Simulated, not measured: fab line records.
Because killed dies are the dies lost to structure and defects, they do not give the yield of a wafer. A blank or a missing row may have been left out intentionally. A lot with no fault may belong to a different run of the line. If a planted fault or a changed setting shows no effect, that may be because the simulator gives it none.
Which tool did it? | flow n5Finfet | 26 wafers from 10 lots sampled at 5 of the route's 1938 steps

== WHAT THE GAUGES READ, wafer by wafer ==
N5_BEOL_M4_RC_MEAS_101. Usual: DIBL_N 36.0 mV/V, standard deviation 2.5; DIBL_P 36.2 mV/V, standard deviation 3; IOFF_N 0.16 nA/um, standard deviation 0.044; IOFF_P 0.21 nA/um, standard deviation 0.049; ION_N 671 uA/um, standard deviation 15; ION_P 461 uA/um, standard deviation 8.7; SS_N 71.5 mV/dec, standard deviation 0.72; SS_P 73.4 mV/dec, standard deviation 0.9; VT_N 251 mV, standard deviation 4.4; VT_P -250 mV, standard deviation 4.
lot  | measured     | on        | DIBL_N (mV/V)  | DIBL_P (mV/V)  | IOFF_N (nA/um) | IOFF_P (nA/um) | ION_N (uA/um) | ION_P (uA/um) | SS_N (mV/dec)  | SS_P (mV/dec)  | VT_N (mV)   | VT_P (mV)      | flag
L279 | day 8 12:22  | prober-01 | 34.7 36.7 33.9 | 33.8 36.3 32.7 | 0.13 0.16 0.12 | 0.20 0.24 0.19 | 653 672 667   | 456 469 468   | 71.5 71.4 71.0 | 72.0 73.8 72.1 | 255 249 252 | -250 -243 -246 | 
L280 | day 8 21:15  | prober-02 | 34.6 33.6 33.5 | 36.4 35.3 35.5 | 0.13 0.13 0.13 | 0.19 0.17 0.18 | 652 660 652   | 449 452 447   | 71.9 71.7 72.0 | 73.2 73.2 73.0 | 254 253 254 | -252 -253 -255 | 
L282 | day 9 14:58  | prober-02 | 32.7 37.3 35.7 | 34.3 40.0 38.5 | 0.12 0.20 0.16 | 0.18 0.24 0.24 | 656 677 663   | 455 459 461   | 70.9 72.3 71.7 | 72.2 74.3 74.3 | 252 247 253 | -249 -249 -247 | 
L284 | day 9 23:16  | prober-02 | 41.4 39.2      | 41.8 39.7      | 0.26 0.19      | 0.29 0.25      | 697 687       | 466 468       | 72.5 72.9      | 75.0 75.1      | 245 250     | -246 -250      | 
L286 | day 10 07:52 | prober-02 | 37.0 36.0      | 36.6 35.6      | 0.15 0.14      | 0.20 0.19      | 666 663       | 458 460       | 72.0 71.0      | 73.2 72.6      | 255 255     | -252 -251      | 
L290 | day 11 11:53 | prober-02 | 36.6 30.6      | 36.2 28.6      | 0.16 0.08      | 0.21 0.11      | 666 654       | 452 446       | 71.6 70.4      | 73.5 71.3      | 252 260     | -250 -260      | 
L294 | day 12 11:42 | prober-02 | 34.1 37.7 34.2 | 35.5 38.3 35.0 | 0.13 0.21 0.14 | 0.21 0.25 0.20 | 669 676 667   | 466 466 466   | 71.0 72.5 71.3 | 73.4 74.1 73.2 | 251 247 249 | -248 -247 -252 | 
L299 | day 13 18:57 | prober-02 | 36.2 33.7 39.4 | 37.6 33.4 39.8 | 0.16 0.11 0.22 | 0.25 0.17 0.28 | 674 657 694   | 477 453 471   | 71.6 71.6 73.2 | 73.7 72.2 73.9 | 250 256 243 | -247 -254 -246 | 
L300 | day 13 21:25 | prober-01 | 36.4 39.7 34.3 | 36.3 40.5 32.5 | 0.17 0.26 0.13 | 0.25 0.34 0.18 | 678 698 672   | 473 475 460   | 72.1 72.2 70.5 | 73.6 74.3 72.5 | 251 242 251 | -248 -244 -249 | 
L302 | day 14 06:51 | prober-02 | 37.1 34.0      | 38.2 34.5      | 0.17 0.12      | 0.21 0.16      | 685 675       | 470 460       | 71.1 70.8      | 74.5 73.5      | 253 252     | -253 -258      | 

== WHICH TOOL RAN EACH LOT (tool, then ch and the chambers of the sampled wafers, then the start) ==
lot  | N5_HKMG_FIN_ETCH_35              | N5_HKMG_FIN_STRIP_19                | N5_HKMG_FIN_NWFM_ALD_20           | N5_HKMG_FIN_ETCH_67
L279 | rieDiel-02 ch 0,1,2, day 4 01:49 | plasmaAsher-01 ch 0,1, day 4 02:14  | aldMetal-01 ch 0,3, day 4 03:33   | rieDiel-05 ch 0,2, day 4 03:59
L280 | rieDiel-02 ch 0,1,2, day 4 11:32 | plasmaAsher-01 ch 0,1, day 4 11:50  | aldMetal-02 ch 0,1,3, day 4 13:11 | rieDiel-01 ch 0,1,2, day 4 13:38
L282 | rieDiel-05 ch 1,3, day 4 20:53   | plasmaAsher-02 ch 0,1, day 4 21:18  | aldMetal-02 ch 0,1,3, day 4 22:32 | rieDiel-02 ch 0,1,2, day 4 22:58
L284 | rieDiel-01 ch 1,3, day 5 10:18   | plasmaAsher-02 ch 0,1, day 5 10:36  | aldMetal-02 ch 3, day 5 12:09     | rieDiel-05 ch 1, day 5 12:37
L286 | rieDiel-01 ch 3, day 6 03:08     | plasmaAsher-01 ch 0, day 6 03:32    | aldMetal-02 ch 2,3, day 6 04:50   | rieDiel-02 ch 0,2, day 6 05:19
L290 | rieDiel-02 ch 2,3, day 7 01:02   | plasmaAsher-01 ch 0,1, day 7 01:21  | aldMetal-02 ch 2,3, day 7 02:44   | rieDiel-05 ch 1,3, day 7 03:10
L294 | rieDiel-02 ch 0,1,3, day 8 00:38 | plasmaAsher-02 ch 0,1, day 8 00:56  | aldMetal-01 ch 0,2,3, day 8 02:17 | rieDiel-05 ch 0,1,2, day 8 02:44
L299 | rieDiel-01 ch 0,2,3, day 9 05:02 | plasmaAsher-01 ch 0,1, day 9 05:27  | aldMetal-02 ch 0,2, day 9 06:41   | rieDiel-01 ch 1,3, day 9 07:07
L300 | rieDiel-01 ch 1,2, day 9 11:57   | plasmaAsher-02 ch 0,1, day 9 12:21  | aldMetal-01 ch 0,3, day 9 13:47   | rieDiel-02 ch 1,3, day 9 14:16
L302 | rieDiel-02 ch 0,3, day 10 02:25  | plasmaAsher-01 ch 0,1, day 10 02:43 | aldMetal-02 ch 0,3, day 10 04:08  | rieDiel-05 ch 0,2, day 10 04:35
- N5_HKMG_FIN_ETCH_35: etches SOC in N2/H2, target depth 215.8 nm, time 243.4 s.
- N5_HKMG_FIN_STRIP_19: strips in N2/H2, time 360 s.
- N5_HKMG_FIN_NWFM_ALD_20: deposits TiAlC, target thk 2 nm, pulse time 3 s, purge time 2 s.
- N5_HKMG_FIN_ETCH_67: etches SOC in N2/H2, stops on TiN, target depth 388.9 nm.

== WHAT THE TOOLS THEMSELVES READ (means of the sampled wafers that have a number; where no wafer has one, the mark that the record gives instead) ==
N5_HKMG_FIN_ETCH_35. Usual: drypumpMotorCurrentA 5.8 A, standard deviation 0.45; n2FlowSccm 200.0 sccm, standard deviation 0.6; oesProductAu 0.76 a.u., standard deviation 0.07; rfFwdPowerW 2993 W, standard deviation 9.6; rfVppV 141.6 V, standard deviation 0.99; showerheadPlenumPTorr 2.55 Torr, standard deviation 0.071; throttleValvePct 18.02 %, standard deviation 0.24.
lot  | tool       | drypumpMotorCurrentA (A) | n2FlowSccm (sccm) | oesProductAu (a.u.) | rfFwdPowerW (W) | rfVppV (V) | showerheadPlenumPTorr (Torr) | throttleValvePct (%) | flag
L279 | rieDiel-02 | 5.7                      | 199.7             | 0.79                | 2988            | 142.0      | 2.55                         | 18.08                | 
L280 | rieDiel-02 | 5.6                      | 199.9             | 0.78                | 2998            | 141.6      | 2.54                         | 18.07                | 
L282 | rieDiel-05 | 5.1                      | 200.6             | 0.70                | 2986            | 142.0      | 2.63                         | 18.10                | 
L284 | rieDiel-01 | 6.2                      | 200.2             | 0.75                | 2980            | 141.3      | 2.59                         | 17.83                | 
L286 | rieDiel-01 | 5.8                      | 199.9             | 0.78                | 2998            | 140.8      | 2.54                         | 17.89                | 
L290 | rieDiel-02 | 5.8                      | 199.8             | 0.86                | 2990            | 141.8      | 2.55                         | 17.94                | 
L294 | rieDiel-02 | 5.7                      | 200.3             | 0.80                | 2998            | 142.0      | 2.51                         | 18.14                | 
L299 | rieDiel-01 | 5.9                      | 200.3             | 0.72                | 2989            | 141.1      | 2.52                         | 18.18                | 
L300 | rieDiel-01 | 6.2                      | 199.6             | 0.88                | 3001            | 141.9      | 2.63                         | 17.70                | 
L302 | rieDiel-02 | 5.6                      | 200.1             | 0.81                | 2992            | 141.8      | 2.51                         | 18.20                | 

N5_HKMG_FIN_STRIP_19. Usual: drypumpMotorCurrentA 6.28 A, standard deviation 0.26; heaterPowerW 435 W, standard deviation 27; n2FlowSccm 1751 sccm, standard deviation 5.4.
lot  | tool           | drypumpMotorCurrentA (A) | heaterPowerW (W) | n2FlowSccm (sccm) | flag
L279 | plasmaAsher-01 | 6.50                     | 442              | 1753              | 
L280 | plasmaAsher-01 | 6.49                     | 426              | 1742              | 
L282 | plasmaAsher-02 | 5.96                     | 457              | 1752              | 
L284 | plasmaAsher-02 | 5.97                     | 438              | 1748              | 
L286 | plasmaAsher-01 | 6.48                     | 408              | 1751              | 
L290 | plasmaAsher-01 | 6.48                     | 431              | 1744              | 
L294 | plasmaAsher-02 | 5.97                     | 457              | 1752              | 
L299 | plasmaAsher-01 | 6.50                     | 445              | 1749              | 
L300 | plasmaAsher-02 | 5.98                     | 429              | 1751              | 
L302 | plasmaAsher-01 | 6.51                     | 433              | 1744              | 

N5_HKMG_FIN_NWFM_ALD_20. Usual: heaterPowerW 510 W, standard deviation 49; precursorPulseHeightRel 1.003, standard deviation 0.021.
lot  | tool        | heaterPowerW (W) | precursorPulseHeightRel | flag
L279 | aldMetal-01 | 492              | 1.024                   | 
L280 | aldMetal-02 | 543              | 1.002                   | 
L282 | aldMetal-02 | 539              | 0.985                   | 
L284 | aldMetal-02 | 488              | 1.011                   | 
L286 | aldMetal-02 | 506              | 1.004                   | 
L290 | aldMetal-02 | 504              | 1.034                   | 
L294 | aldMetal-01 | 514              | 1.004                   | 
L299 | aldMetal-02 | 522              | 1.016                   | 
L300 | aldMetal-01 | 458              | 0.997                   | 
L302 | aldMetal-02 | 526              | 0.994                   | 

N5_HKMG_FIN_ETCH_67. Usual: drypumpMotorCurrentA 5.8 A, standard deviation 0.47; n2FlowSccm 200.0 sccm, standard deviation 0.61; oesProductAu 0.74 a.u., standard deviation 0.065; rfFwdPowerW 844.6 W, standard deviation 2.9; rfVppV 240.6 V, standard deviation 1.3; showerheadPlenumPTorr 2.54 Torr, standard deviation 0.078; throttleValvePct 17.97 %, standard deviation 0.25.
lot  | tool       | drypumpMotorCurrentA (A) | n2FlowSccm (sccm) | oesProductAu (a.u.) | rfFwdPowerW (W) | rfVppV (V) | showerheadPlenumPTorr (Torr) | throttleValvePct (%) | flag
L279 | rieDiel-05 | 6.2                      | 200.1             | 0.75                | 846.1           | 240.5      | 2.48                         | 17.74                | 
L280 | rieDiel-01 | 6.2                      | 200.3             | 0.73                | 841.5           | 240.1      | 2.58                         | 18.03                | 
L282 | rieDiel-02 | 5.6                      | 200.2             | 0.77                | 844.9           | 240.9      | 2.54                         | 18.05                | 
L284 | rieDiel-05 | 4.8                      | 199.8             | 0.70                | 842.1           | 241.2      | 2.63                         | 18.26                | 
L286 | rieDiel-02 | 5.5                      | 199.3             | 0.77                | 844.8           | 241.1      | 2.57                         | 18.09                | 
L290 | rieDiel-05 | 5.2                      | 200.0             | 0.69                | 845.5           | 242.6      | 2.62                         | 18.02                | 
L294 | rieDiel-05 | 5.7                      | 200.2             | 0.70                | 843.2           | 241.1      | 2.52                         | 17.93                | 
L299 | rieDiel-01 | 6.3                      | 200.1             | 0.88                | 843.8           | 240.8      | 2.60                         | 17.55                | 
L300 | rieDiel-02 | 5.9                      | 199.2             | 0.77                | 846.4           | 240.5      | 2.48                         | 18.03                | 
L302 | rieDiel-05 | 6.2                      | 200.6             | 0.71                | 844.5           | 240.1      | 2.47                         | 17.77                | 

== THE ANSWER, worked out from the rows above alone ==
Rule: a lot counts as off when the mean over its wafers that have a number is more than 3 standard deviations away from the usual mean. A lot without any number at a reading at which 4 lots or more have one is off too. Where the step has rows for the other lots, those lots are counted as sound. Order of review: gauges by route order, followed by the tools' own readings, for which a lot's mean as printed above is used. At the first step where some lot is off, the reading lying furthest off is the one used; lots without a number count as furthest.
No lot is off on any of the readings shown, so nothing can be concluded from this.

== WHAT HAD BEEN PUT IN BY THE SIMULATOR ==
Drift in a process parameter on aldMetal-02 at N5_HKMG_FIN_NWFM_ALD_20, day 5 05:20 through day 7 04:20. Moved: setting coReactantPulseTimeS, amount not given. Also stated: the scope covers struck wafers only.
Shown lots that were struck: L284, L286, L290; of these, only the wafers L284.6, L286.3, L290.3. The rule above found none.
